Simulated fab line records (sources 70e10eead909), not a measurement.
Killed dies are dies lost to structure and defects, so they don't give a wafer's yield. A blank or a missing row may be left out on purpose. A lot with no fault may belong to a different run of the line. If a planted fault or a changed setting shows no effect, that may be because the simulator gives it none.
One fault through the eyes of 2 desks    flow nand-harc    only its own numbers are on each desk; what lay behind them is given at the end

THE DEFECT DESK
Inspection counts along the route, by lot: the mean over sampled wafers that carry a number. A lot is out of limits, marked OUT, if its mean lies more than 4 standard deviations from the usual mean; the brackets give that distance.
Columns: A = raw-defect-count at NHARC_A_ZERO_WELL_INSPECT_17, usual 12; B = raw-defect-count at NHARC_A_SOURCE_PLATE_INSPECT_08, usual 59
lot   first seen here  A              B
L291  day 6 20:52      14             59
L294  day 7 23:59      7              41
L295  day 8 07:11      9              38
L297  day 9 00:43      13             60
L299  day 10 04:24     23             56
L300  day 10 10:16     16             79
L301  day 11 07:06     20             52
L302  day 11 12:56     7              85
L303  day 11 22:37     10             47
L308  day 13 18:43     371 (+57) OUT  415 (+15) OUT
L309  day 14 09:41     361 (+55) OUT  404 (+15) OUT
L313  day 15 19:47     11             63
This desk's finding: out of limits on L308, L309; first on L308, day 13 18:43 (raw-defect-count at NHARC_A_ZERO_WELL_INSPECT_17). In limits: L291, L294, L295, L297, L299, L300, L301, L302, L303, L313.

THE METROLOGY DESK
What the gauges read, lot by lot, whatever tool the lot ran on: means of the sampled wafers that have a number. A lot is out of limits, marked OUT, if its mean lies more than 4 standard deviations from the usual mean; the brackets give that distance.
Columns: A = cd-nm at NHARC_P_BONDPAD_CD_MEAS_13, usual 498.8 nm; B = thk-nm at NHARC_A_ONON_D1_THK_MEAS_11, usual 999 nm
lot   first seen here  A      B
L291  day 6 15:48      496.6  991
L294  day 7 18:59      503.4  992
L295  day 8 02:07      498.7  993
L297  day 8 19:49      499.4  993
L299  day 9 23:30      499.7  995
L300  day 10 05:13     500.2  1002
L301  day 11 02:04     497.2  1014
L302  day 11 07:52     496.7  1002
L303  day 11 17:23     497.9  991
L308  day 13 13:41     498.1  998
L309  day 14 04:40     498.7  1009
L313  day 15 14:47     496.9  998
This desk's finding: nothing out of limits on any of the 12 lots.

BROUGHT TOGETHER
The defect desk could have raised an alarm at day 13 18:43, on L308, L309.
At the metrology desk, nothing out of limits was observed.
The metrology desk holds a record of L308, L309, inside its limits.
Of the lots named, all ran NHARC_A_ZERO_WELL_PRECLEAN_00 on wet-bench-04.

WHAT THE SIMULATOR HAD PUT IN
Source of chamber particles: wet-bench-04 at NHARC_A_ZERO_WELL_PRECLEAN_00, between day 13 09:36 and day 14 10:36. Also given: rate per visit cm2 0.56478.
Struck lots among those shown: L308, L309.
Hours from the fault's start to each desk's first reading out of limits: the defect desk, 9.
